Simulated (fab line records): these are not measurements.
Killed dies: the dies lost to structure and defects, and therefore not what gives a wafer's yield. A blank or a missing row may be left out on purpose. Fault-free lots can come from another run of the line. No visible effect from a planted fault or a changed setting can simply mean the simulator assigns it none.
fab line records -- flow n5_finfet
record lots=10, wafers=30, last_day=18
route steps=1938 shown BEOL_M4@1092 BEOL_M5@1112 PASSIVATION@1936
lots that met no fault: from a run of the same line without faults
start_h: start of the lot's first displayed wafer, in hours after the record's first day -- wait_h: time in hours since the lot's previous step -- " same as the row above -- L1.1+2: one row covering several wafers at once -- - no value, or no start was given -- * or withheld: withheld -- < > ~ a bound
route shown NAME@n: names a module that has steps shown in the file, with the first one's number in the route -- usual: mean/standard deviation taken from wafers without a fault -- same: alike in all rows -- chamber/n: place in a boat -- sites: each site's reading -- _std_site: standard deviation of those values -- _edge_site: inner sites' mean taken away from outer sites' mean -- radius_mm: how far each site lies from the wafer's centre -- mask NAME#n: copy n -- behind: the last tool/chamber to shape the wafer -- hold: why the lot was held/for how many hours/how that ended -- device: which transistor (n, p or np) failed to switch -- end of line: the route-end tests of the same wafers -- where a step has no rows: the recipe by itself -- killed: the dies lost at the first sort to structure and to defects; this is not the yield of the wafer -- map: a wafer's dies, marking killed ones x, the rest . and places with no die _
set.NAME: the setting the step ran with; set.NAME@STEP: the setting that earlier step ran with -- model.NAME: the simulator's own value behind a step, which no gauge read
steps of the route over a sample of lots; a table a step, a row a wafer
services: from which hour (start_h, from the record's first day; less than 0 if before it) a tool's chamber was out of use, for how many hours, and why
## steps
# step N5_BEOL_M4_SPUTTER_88
# recipe material=Cu, target_thk_a=45, temp_c=-20, chamber_pressure_pa=0.07, power_w=withheld, time_s=8.29
# usual throttle_valve_pct=29.8/1
lot.wafer,tool,chamber,start_h,wait_h,throttle_valve_pct
L608.1,pvd_sputter-03,-,173.16,0.1,29.8
L608.4,pvd_sputter-03,-,173.16,0.1,30.0
L608.6,pvd_sputter-03,-,173.16,0.1,30.5
L609.2,pvd_sputter-01,-,176.81,0.1,30.6
L609.3,pvd_sputter-01,-,176.81,0.1,29.4
L609.6,pvd_sputter-01,-,176.81,0.1,30.0
L610.1,pvd_sputter-02,-,201.21,0.1,30.2
L610.3,pvd_sputter-02,-,201.21,0.1,27.9
L610.6,pvd_sputter-02,-,201.21,0.1,30.3
L615.1,pvd_sputter-03,-,205.56,0.1,30.9
L615.2,pvd_sputter-03,-,205.56,0.1,31.1
L615.4,pvd_sputter-03,-,205.56,0.1,30.1
L614.1,pvd_sputter-03,-,212.07,0.1,30.2
L614.3,pvd_sputter-03,-,212.07,0.1,31.6
L614.5,pvd_sputter-03,-,212.07,0.1,29.7
L617.1,pvd_sputter-03,-,220.52,0.1,29.7
L617.5,pvd_sputter-03,-,220.52,0.1,30.1
L617.6,pvd_sputter-03,-,220.52,0.1,30.7
L622.1,pvd_sputter-03,-,267.12,0.1,29.7
L622.4,pvd_sputter-03,-,267.12,0.1,30.2
L622.5,pvd_sputter-03,-,267.12,0.1,30.1
L623.1,pvd_sputter-02,-,271.73,0.1,30.7
L623.4,pvd_sputter-02,-,271.73,0.1,28.7
L623.6,pvd_sputter-02,-,271.73,0.1,27.5
L626.1,pvd_sputter-02,-,288.47,0.1,29.9
L626.2,pvd_sputter-02,-,288.47,0.1,27.5
L626.5,pvd_sputter-02,-,288.47,0.1,30.3
L630.4,pvd_sputter-03,-,313.41,0.1,31.0
L630.5,pvd_sputter-03,-,313.41,0.1,31.1
L630.6,pvd_sputter-03,-,313.41,0.1,29.6
# step N5_BEOL_M4_SPUTTER_92
# recipe material=Cu, target_thk_a=45, temp_c=-20, chamber_pressure_pa=0.07, power_w=withheld, time_s=8.29
# usual throttle_valve_pct=29.8/1
lot.wafer,tool,chamber,start_h,wait_h,throttle_valve_pct
L608.1,pvd_sputter-03,-,173.60,0.1,29.6
L608.4,pvd_sputter-03,-,173.60,0.1,30.3
L608.6,pvd_sputter-03,-,173.60,0.1,30.8
L609.2,pvd_sputter-01,-,177.25,0.1,30.1
L609.3,pvd_sputter-01,-,177.25,0.1,29.2
L609.6,pvd_sputter-01,-,177.25,0.1,30.3
L610.1,pvd_sputter-02,-,201.65,0.1,30.1
L610.3,pvd_sputter-02,-,201.65,0.1,27.5
L610.6,pvd_sputter-02,-,201.65,0.1,30.7
L615.1,pvd_sputter-03,-,206.00,0.1,30.6
L615.2,pvd_sputter-03,-,206.00,0.1,31.2
L615.4,pvd_sputter-03,-,206.00,0.1,30.4
L614.1,pvd_sputter-03,-,212.51,0.1,30.0
L614.3,pvd_sputter-03,-,212.51,0.1,31.0
L614.5,pvd_sputter-03,-,212.51,0.1,29.4
L617.1,pvd_sputter-03,-,220.96,0.1,29.7
L617.5,pvd_sputter-03,-,220.96,0.1,30.1
L617.6,pvd_sputter-03,-,220.96,0.1,30.7
L622.1,pvd_sputter-03,-,267.56,0.1,29.6
L622.4,pvd_sputter-03,-,267.56,0.1,29.9
L622.5,pvd_sputter-03,-,267.56,0.1,30.1
L623.1,pvd_sputter-02,-,272.17,0.1,30.6
L623.4,pvd_sputter-02,-,272.17,0.1,28.7
L623.6,pvd_sputter-02,-,272.17,0.1,27.9
L626.1,pvd_sputter-02,-,288.91,0.1,30.1
L626.2,pvd_sputter-02,-,288.91,0.1,27.6
L626.5,pvd_sputter-02,-,288.91,0.1,30.6
L630.4,pvd_sputter-03,-,313.85,0.1,30.8
L630.5,pvd_sputter-03,-,313.85,0.1,31.0
L630.6,pvd_sputter-03,-,313.85,0.1,29.9
# step N5_BEOL_M4_RS_MEAS_58
# recipe thk_meas_gauge=four-point-probe, reads=Co_of_BEOL_M4_CO_CAP_55+Cu_of_BEOL_M4_ECD_50+Co_of_BEOL_M4_CVD_47+TaN_of_BEOL_M4_ALD_84
# usual M4_RS=0.70/0.043
lot.wafer,tool,chamber,start_h,wait_h,M4_RS[ohm/sq]
L608.1,film_metro-02,-,175.11,0.0,0.72
L608.4,film_metro-02,-,175.11,0.0,0.73
L608.6,film_metro-02,-,175.11,0.0,0.74
L609.2,film_metro-01,-,178.75,0.1,0.70
L609.3,film_metro-01,-,178.75,0.1,0.71
L609.6,film_metro-01,-,178.75,0.1,0.69
L610.1,film_metro-01,-,203.14,0.0,0.64
L610.3,film_metro-01,-,203.14,0.0,0.70
L610.6,film_metro-01,-,203.14,0.0,0.72
L615.1,film_metro-01,-,207.50,0.0,0.68
L615.2,film_metro-01,-,207.50,0.0,0.68
L615.4,film_metro-01,-,207.50,0.0,0.66
L614.1,film_metro-01,-,214.00,0.0,0.65
L614.3,film_metro-01,-,214.00,0.0,0.70
L614.5,film_metro-01,-,214.00,0.0,0.73
L617.1,film_metro-01,-,222.46,0.0,0.70
L617.5,film_metro-01,-,222.46,0.0,0.68
L617.6,film_metro-01,-,222.46,0.0,0.72
L622.1,film_metro-01,-,269.05,0.0,0.72
L622.4,film_metro-01,-,269.05,0.0,0.70
L622.5,film_metro-01,-,269.05,0.0,0.70
L623.1,film_metro-01,-,273.87,0.0,0.72
L623.4,film_metro-01,-,273.87,0.0,0.77
L623.6,film_metro-01,-,273.87,0.0,0.73
L626.1,film_metro-02,-,290.41,0.0,0.63
L626.2,film_metro-02,-,290.41,0.0,0.70
L626.5,film_metro-02,-,290.41,0.0,0.68
L630.4,film_metro-01,-,315.35,0.0,0.76
L630.5,film_metro-01,-,315.35,0.0,0.70
L630.6,film_metro-01,-,315.35,0.0,0.71
# step N5_BEOL_M4_RC_MEAS_101
# usual DIBL_N=37.2/2.5, DIBL_P=38/3, IOFF_N=0.17/0.044, IOFF_P=0.24/0.059, ION_N=667/13, ION_P=461/7.9, SS_N=71.8/0.86, SS_P=73.6/0.92, VT_N=250/4.1, VT_P=-249/3.9
lot.wafer,tool,chamber,start_h,wait_h,DIBL_N[mV/V],DIBL_P[mV/V],IOFF_N[nA/um],IOFF_P[nA/um],ION_N[uA/um],ION_P[uA/um],SS_N[mV/dec],SS_P[mV/dec],VT_N[mV],VT_P[mV]
L608.1,prober-01,0,175.16,0.0,39.1,38,0.18,0.21,668,455,71.8,73.7,252,-252
L608.4,prober-01,0,175.16,0.0,36.4,37,0.15,0.22,665,457,71.4,73.9,250,-252
L608.6,prober-01,0,175.16,0.0,34.9,35,0.12,0.18,660,452,71.3,73.1,252,-254
L609.2,prober-01,0,178.96,0.2,36.9,38,0.17,0.23,685,466,72.0,73.9,250,-247
L609.3,prober-01,0,178.96,0.2,36.7,37,0.15,0.21,656,460,71.8,72.6,252,-253
L609.6,prober-01,0,178.96,0.2,39.7,41,0.22,0.31,682,468,73.0,74.0,245,-243
L610.1,prober-01,0,203.19,0.0,36.7,39,0.18,0.24,673,467,71.5,73.7,248,-250
L610.3,prober-01,0,203.19,0.0,39.3,41,0.23,0.29,680,466,72.2,74.8,244,-248
L610.6,prober-01,0,203.19,0.0,37.2,39,0.17,0.25,668,456,72.2,74.6,247,-250
L615.1,prober-02,0,207.55,0.0,37.6,37,0.18,0.23,676,461,71.5,73.5,248,-251
L615.2,prober-02,0,207.55,0.0,36.2,36,0.15,0.22,660,458,71.5,73.6,253,-250
L615.4,prober-02,0,207.55,0.0,38.3,38,0.20,0.26,675,473,71.7,73.7,246,-249
L614.1,prober-01,0,214.05,0.0,30.9,31,0.08,0.13,630,442,70.1,71.6,263,-256
L614.3,prober-01,0,214.05,0.0,34.6,35,0.12,0.18,668,462,70.9,72.9,254,-254
L614.5,prober-01,0,214.05,0.0,34.8,35,0.13,0.18,656,452,70.5,73.3,252,-253
L617.1,prober-02,0,222.51,0.0,38.5,41,0.19,0.27,672,464,72.4,74.5,252,-248
L617.5,prober-02,0,222.51,0.0,37.0,38,0.17,0.23,666,463,71.6,73.1,249,-248
L617.6,prober-02,0,222.51,0.0,39.3,41,0.20,0.28,677,466,72.4,74.2,250,-246
L622.1,prober-02,0,269.10,0.0,39.0,39,0.19,0.23,678,460,72.2,73.8,248,-249
L622.4,prober-02,0,269.10,0.0,34.9,36,0.12,0.18,659,457,71.4,72.9,252,-252
L622.5,prober-02,0,269.10,0.0,36.5,38,0.15,0.21,672,455,71.8,73.5,250,-252
L623.1,prober-01,0,273.93,0.0,41.7,45,0.29,0.38,674,471,73.4,75.3,241,-239
L623.4,prober-01,0,273.93,0.0,39.2,43,0.22,0.36,685,482,72.5,75.1,246,-238
L623.6,prober-01,0,273.93,0.0,40.4,43,0.24,0.36,674,470,72.9,75.4,248,-241
L626.1,prober-02,0,290.46,0.0,39.4,41,0.20,0.30,667,463,72.4,74.2,249,-246
L626.2,prober-02,0,290.46,0.0,37.6,39,0.16,0.26,663,467,72.2,73.7,252,-246
L626.5,prober-02,0,290.46,0.0,34.0,35,0.11,0.18,640,450,70.7,73.1,259,-252
L630.4,prober-01,0,315.86,0.5,39.9,38,0.18,0.24,658,458,72.5,72.9,251,-249
L630.5,prober-01,0,315.86,0.5,39.3,38,0.16,0.25,663,462,72.0,73.2,253,-246
L630.6,prober-01,0,315.86,0.5,35.9,33,0.12,0.19,657,451,71.3,71.8,257,-251
# step N5_BEOL_M5_ILD_DEP_00
# recipe material=SiCOH_lowk, target_thk_a=1406.4, temp_c=300, precursor=DEMS/porogen, pressure_torr=5, rf_w=500, time_s=25.9
# usual heater_power_w=315/47, showerhead_plenum_p_Torr=5.744/0.017, throttle_valve_pct=13.7/0.67
lot.wafer,tool,chamber,start_h,wait_h,heater_power_w,showerhead_plenum_p_Torr,throttle_valve_pct
L608.1,pecvd-04,0,176.12,0.8,418,5.732,13.9
L608.4,pecvd-04,0,176.12,0.8,330,5.744,14.2
L608.6,pecvd-04,1,176.12,0.8,338,5.726,14.1
L609.2,pecvd-04,0,179.78,0.7,409,5.728,14.4
L609.3,pecvd-04,1,179.78,0.7,276,5.713,14.2
L609.6,pecvd-04,2,179.78,0.7,345,5.750,12.4
L610.1,pecvd-01,1,204.15,0.8,324,5.737,13.9
L610.3,pecvd-01,2,204.15,0.8,322,5.741,13.6
L610.6,pecvd-01,1,204.15,0.8,321,5.746,13.8
L615.1,pecvd-01,2,208.52,0.8,318,5.759,13.9
L615.2,pecvd-01,1,208.52,0.8,309,5.733,13.6
L615.4,pecvd-01,2,208.52,0.8,313,5.742,13.8
L614.1,pecvd-01,1,215.01,0.8,318,5.716,13.7
L614.3,pecvd-01,2,215.01,0.8,329,5.745,13.7
L614.5,pecvd-01,2,215.01,0.8,340,5.741,13.6
L617.1,pecvd-04,0,223.48,0.8,390,5.749,14.2
L617.5,pecvd-04,1,223.48,0.8,292,5.724,14.0
L617.6,pecvd-04,2,223.48,0.8,387,5.743,12.4
L622.1,pecvd-04,2,270.07,0.8,353,5.733,12.8
L622.4,pecvd-04,0,270.07,0.8,384,5.734,14.2
L622.5,pecvd-04,2,270.07,0.8,354,5.750,12.9
L623.1,pecvd-01,2,274.90,0.8,287,5.753,13.6
L623.4,pecvd-01,2,274.90,0.8,296,5.745,13.8
L623.6,pecvd-01,1,274.90,0.8,332,5.736,13.9
L626.1,pecvd-01,2,291.43,0.8,306,5.745,13.8
L626.2,pecvd-01,1,291.43,0.8,338,5.740,13.8
L626.5,pecvd-01,2,291.43,0.8,324,5.753,14.0
L630.4,pecvd-03,2,316.38,0.4,267,5.748,13.0
L630.5,pecvd-03,0,316.38,0.4,292,5.780,13.0
L630.6,pecvd-03,1,316.38,0.4,332,5.741,15.1
# step N5_BEOL_M5_THK_MEAS_01
# recipe reads=SiCOH_lowk_of_BEOL_M5_ILD_DEP_00
# usual M5_ILD_THK=121.6/2.1
lot.wafer,tool,chamber,start_h,wait_h,M5_ILD_THK[nm]
L608.1,film_metro-02,-,176.69,0.4,119.1
L608.4,film_metro-02,-,176.69,0.4,122.0
L608.6,film_metro-02,-,176.69,0.4,120.3
L609.2,film_metro-01,-,180.35,0.4,117.8
L609.3,film_metro-01,-,180.35,0.4,116.7
L609.6,film_metro-01,-,180.35,0.4,123.3
L610.1,film_metro-02,-,204.73,0.4,120.9
L610.3,film_metro-02,-,204.73,0.4,119.3
L610.6,film_metro-02,-,204.73,0.4,122.9
L615.1,film_metro-02,-,209.09,0.4,119.0
L615.2,film_metro-02,-,209.09,0.4,119.4
L615.4,film_metro-02,-,209.09,0.4,120.9
L614.1,film_metro-02,-,215.59,0.4,121.0
L614.3,film_metro-02,-,215.59,0.4,119.3
L614.5,film_metro-02,-,215.59,0.4,120.2
L617.1,film_metro-02,-,224.05,0.4,117.5
L617.5,film_metro-02,-,224.05,0.4,119.5
L617.6,film_metro-02,-,224.05,0.4,122.4
L622.1,film_metro-01,-,270.64,0.4,123.7
L622.4,film_metro-01,-,270.64,0.4,122.5
L622.5,film_metro-01,-,270.64,0.4,124.5
L623.1,film_metro-02,-,275.47,0.4,59.8
L623.4,film_metro-02,-,275.47,0.4,60.5
L623.6,film_metro-02,-,275.47,0.4,62.8
L626.1,film_metro-01,-,292.48,0.8,59.0
L626.2,film_metro-01,-,292.48,0.8,58.7
L626.5,film_metro-01,-,292.48,0.8,60.5
L630.4,film_metro-01,-,316.94,0.2,125.6
L630.5,film_metro-01,-,316.94,0.2,123.4
L630.6,film_metro-01,-,316.94,0.2,121.1
# step N5_PASSIVATION_PROBE_49
# usual defect_limited_yield=91.5/1.4, killed_at_M0_to_M3=32/11, killed_at_M4_up=12/4.4, killed_at_contacts=13/6.1, killed_at_front_end=39/12, killed_at_other=3.9/3, killed_dies=100/17, killed_on_rim=13/3.9, killed_open=66/12, killed_short=33/7.4, sort_bin_5_function=5.0/0.95, sort_bin_6_memory=3.2/0.66, sort_bin_8_speed=0.0/0.33, sort_n_pass=1079/17, sort_yield_pct=91.4/1.5
# same gross_dies=1180, killed_at_back_side=0, sort_bin_4_leakage[%]=0
lot.wafer,tool,chamber,start_h,wait_h,defect_limited_yield[%],killed_at_M0_to_M3,killed_at_M4_up,killed_at_contacts,killed_at_front_end,killed_at_other,killed_dies,killed_on_rim,killed_open,killed_short,sort_bin_5_function[%],sort_bin_6_memory[%],sort_bin_8_speed[%],sort_n_pass,sort_yield_pct[%]
L609.2,prober-01,-,293.30,0.1,91.9,42,13,2,34,5,96,13,61,33,4.1,3.8,0,1084,91.9
L609.3,prober-01,-,293.35,0.1,90.0,55,8,4,47,4,118,19,67,48,6.4,3.1,0,1062,90.0
L609.6,prober-01,-,293.50,0.3,93.1,26,8,10,34,3,81,11,53,25,4.2,2.5,0,1099,93.1
L610.1,prober-01,-,308.97,0.0,92.4,31,21,4,30,4,90,11,60,30,4.7,2.8,0,1090,92.4
L610.3,prober-01,-,309.07,0.1,91.3,26,12,14,44,7,103,10,67,33,5.0,3.6,0,1077,91.3
L610.6,prober-01,-,309.22,0.3,92.0,28,17,16,33,0,94,12,67,27,4.5,2.8,0,1086,92.0
L622.1,prober-02,-,369.75,0.0,92.4,27,11,14,37,1,90,8,55,33,4.7,2.4,0,1090,92.4
L622.4,prober-02,-,369.90,0.2,89.0,49,14,22,44,1,130,7,88,39,6.1,4.5,0,1050,89.0
L622.5,prober-02,-,369.95,0.2,91.4,43,13,18,25,2,101,10,69,31,4.7,3.4,0,1079,91.4
L623.1,prober-01,-,374.27,0.0,0.2,32,1091,3,51,1,1178,152,75,26,6.5,1.9,0,2,0.2
L623.4,prober-01,-,374.42,0.2,0,29,1101,17,32,1,1180,152,64,25,4.7,2.6,0,0,0
L623.6,prober-01,-,374.52,0.3,0.6,26,1089,12,43,3,1173,152,68,28,5.1,2.9,0,7,0.6
L626.1,prober-01,-,396.01,0.0,0.2,47,1057,12,59,3,1178,152,75,39,6.3,4.3,0,2,0.2
L626.2,prober-01,-,396.06,0.1,0,34,1063,9,73,1,1180,152,76,44,6.6,3.1,0,0,0
L626.5,prober-01,-,396.21,0.2,0.3,30,1078,20,44,4,1176,152,72,27,5.5,2.7,0,4,0.3
# killed by level:class
L609.2 BEOL_M0_SAQP:geometric_particle:short=11 BEOL_M0_SAQP:geometric_particle:open=10 STI_FIN_REVEAL:geometric_particle:open=9 BEOL_M2:geometric_particle:open=9 BEOL_M4:geometric_particle:open=8 FIN_SAQP:geometric_particle:open=6 BEOL_M3:geometric_particle:open=6 STI_FIN_REVEAL:geometric_particle:short=5
L609.3 BEOL_M0_SAQP:geometric_particle:short=13 STI_FIN_REVEAL:geometric_particle:open=11 BEOL_M0_SAQP:geometric_particle:open=11 FIN_SAQP:geometric_particle:open=8 BEOL_M2:geometric_particle:open=7 GATE_CUT:geometric_particle:short=6 BEOL_M3:geometric_particle:open=5 BEOL_M4:geometric_particle:open=5
L609.6 STI_FIN_REVEAL:geometric_particle:open=10 MOL_CONTACT_COAG:geometric_particle:open=9 FIN_SAQP:geometric_particle:short=5 BEOL_M3:geometric_particle:open=5 FIN_SAQP:geometric_particle:open=4 BEOL_M0_SAQP:geometric_particle:short=4 BEOL_M1:geometric_particle:open=4 DUMMY_GATE:geometric_particle:open=3
L610.1 BEOL_M4:geometric_particle:open=10 BEOL_M2:geometric_particle:open=9 GATE_CUT:geometric_particle:short=8 BEOL_M0_SAQP:geometric_particle:short=6 FIN_SAQP:geometric_particle:open=5 BEOL_M1:geometric_particle:open=5 ILD0:geometric_particle:short=4 BEOL_M0_SAQP:geometric_particle:open=4
L610.3 STI_FIN_REVEAL:geometric_particle:open=11 MOL_CONTACT_COAG:geometric_particle:open=11 BEOL_M1:geometric_particle:open=8 BEOL_M2:geometric_particle:open=7 FIN_SAQP:geometric_particle:short=5 DUMMY_GATE:geometric_particle:open=5 BEOL_M1:geometric_particle:short=5 ILD0:geometric_particle:open=4
L610.6 MOL_CONTACT_COAG:geometric_particle:open=13 BEOL_M1:geometric_particle:open=11 FIN_SAQP:geometric_particle:short=9 BEOL_M4:geometric_particle:open=6 FIN_SAQP:geometric_particle:open=5 STI_FIN_REVEAL:geometric_particle:open=5 BEOL_M0_SAQP:geometric_particle:open=5 BEOL_M2:geometric_particle:open=5
L622.1 STI_FIN_REVEAL:geometric_particle:open=14 MOL_CONTACT_COAG:geometric_particle:open=11 BEOL_M0_SAQP:geometric_particle:short=7 FIN_SAQP:geometric_particle:short=6 STARTING-WAFER:geometric_particle:open=6 BEOL_M2:geometric_particle:open=5 BEOL_M4:geometric_particle:open=5 BEOL_M1:geometric_particle:short=3
L622.4 MOL_CONTACT_COAG:geometric_particle:open=17 BEOL_M2:geometric_particle:open=17 FIN_SAQP:geometric_particle:short=11 FIN_SAQP:geometric_particle:open=10 BEOL_M0_SAQP:geometric_particle:short=9 BEOL_M4:geometric_particle:open=9 STI_FIN_REVEAL:geometric_particle:open=8 BEOL_M1:geometric_particle:open=6
L622.5 MOL_CONTACT_COAG:geometric_particle:open=15 BEOL_M3:geometric_particle:open=12 STI_FIN_REVEAL:geometric_particle:open=11 BEOL_M0_SAQP:geometric_particle:short=7 BEOL_M4:geometric_particle:open=5 BEOL_M3:geometric_particle:short=4 BEOL_M0_SAQP:geometric_particle:open=4 BEOL_M1:geometric_particle:open=4
L623.1 BEOL_M5:area_dep=1077 STI_FIN_REVEAL:geometric_particle:open=15 FIN_SAQP:geometric_particle:open=10 BEOL_M1:geometric_particle:open=8 FIN_SAQP:geometric_particle:short=7 BEOL_M0_SAQP:geometric_particle:open=6 BEOL_M4:geometric_particle:open=6 BEOL_M2:geometric_particle:open=5
L623.4 BEOL_M5:area_dep=1088 MOL_CONTACT_COAG:geometric_particle:open=13 BEOL_M1:geometric_particle:open=11 FIN_SAQP:geometric_particle:open=9 FIN_SAQP:geometric_particle:short=7 BEOL_M4:geometric_particle:open=6 BEOL_M2:geometric_particle:open=5 DUMMY_GATE:geometric_particle:open=5
L623.6 BEOL_M5:area_dep=1075 MOL_CONTACT_COAG:geometric_particle:open=12 FIN_SAQP:geometric_particle:open=9 STI_FIN_REVEAL:geometric_particle:open=9 DUMMY_GATE:geometric_particle:open=8 BEOL_M0_SAQP:geometric_particle:open=8 BEOL_M4:geometric_particle:open=7 BEOL_M0_SAQP:geometric_particle:short=6
L626.1 BEOL_M5:area_dep=1050 FIN_CUT:area_etch=13 FIN_SAQP:geometric_particle:short=12 FIN_SAQP:geometric_particle:open=10 MOL_CONTACT_COAG:geometric_particle:open=10 BEOL_M0_SAQP:geometric_particle:short=9 BEOL_M0_SAQP:geometric_particle:open=9 BEOL_M1:geometric_particle:open=8
L626.2 BEOL_M5:area_dep=1054 FIN_SAQP:geometric_particle:open=18 STI_FIN_REVEAL:geometric_particle:open=17 GATE_CUT:geometric_particle:short=11 FIN_SAQP:geometric_particle:short=10 BEOL_M2:geometric_particle:open=7 MOL_CONTACT_COAG:geometric_particle:open=6 BEOL_M0_SAQP:geometric_particle:open=6
L626.5 BEOL_M5:area_dep=1076 FIN_SAQP:geometric_particle:open=16 MOL_CONTACT_COAG:geometric_particle:open=15 BEOL_M1:geometric_particle:open=8 STI_FIN_REVEAL:geometric_particle:open=7 GATE_CUT:geometric_particle:short=6 BEOL_M0_SAQP:geometric_particle:short=5 MOL_CONTACT_COAG:geometric_particle:short=5
## services
tool,chamber,start_h,hours,kind
pecvd-03,2,202.38,-,clean
pecvd-03,2,202.38,-,consumable_replace:showerhead
pecvd-03,2,202.38,29.0,scheduled_down
pecvd-03,2,202.38,29.0,vent_cycle
pecvd-03,-,227.45,0.9,repair
pecvd-03,2,281.80,4.3,repair
pecvd-03,-,307.84,0.5,repair
## key
first_sign step=N5_BEOL_M5_THK_MEAS_01, reading=M5_ILD_THK, direction=down, sigmas=29, usual=121.6, struck=60.2
effect step=N5_PASSIVATION_PROBE_49, reading=killed_at_M4_up, direction=up, sigmas=99+, usual=12, struck=1080
more_kills_born_at N5_BEOL_M5_ILD_DEP_00@pecvd-01=6420
met_at N5_BEOL_M5_ILD_DEP_00
struck_lots L623,L626
later_rows_left_out L623.1,L623.4,L623.6,L626.1,L626.2,L626.5
baseline_loss step=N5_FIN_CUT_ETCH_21, wafers=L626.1
not_acting_at N5_BEOL_M4_SPUTTER_88,N5_BEOL_M4_SPUTTER_92,N5_BEOL_M4_RS_MEAS_58
onset_between 215.01 274.90
fault kind=process_parameter_drift, tool=pecvd-01, chamber=-, onset_h=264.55, steps=N5_BEOL_M5_ILD_DEP_00, channel=time_s, offset=*, shape=step, end_h=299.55, acts_in=*, stated=*
# later_rows_left_out: the simulator's readings of these wafers behind a module that went badly wrong aren't trusted and aren't shown, but for the sort
# baseline_loss: these wafers lose ten dies or more at that step, a loss of the line's own and not of a fault; the sort's usual values leave them out
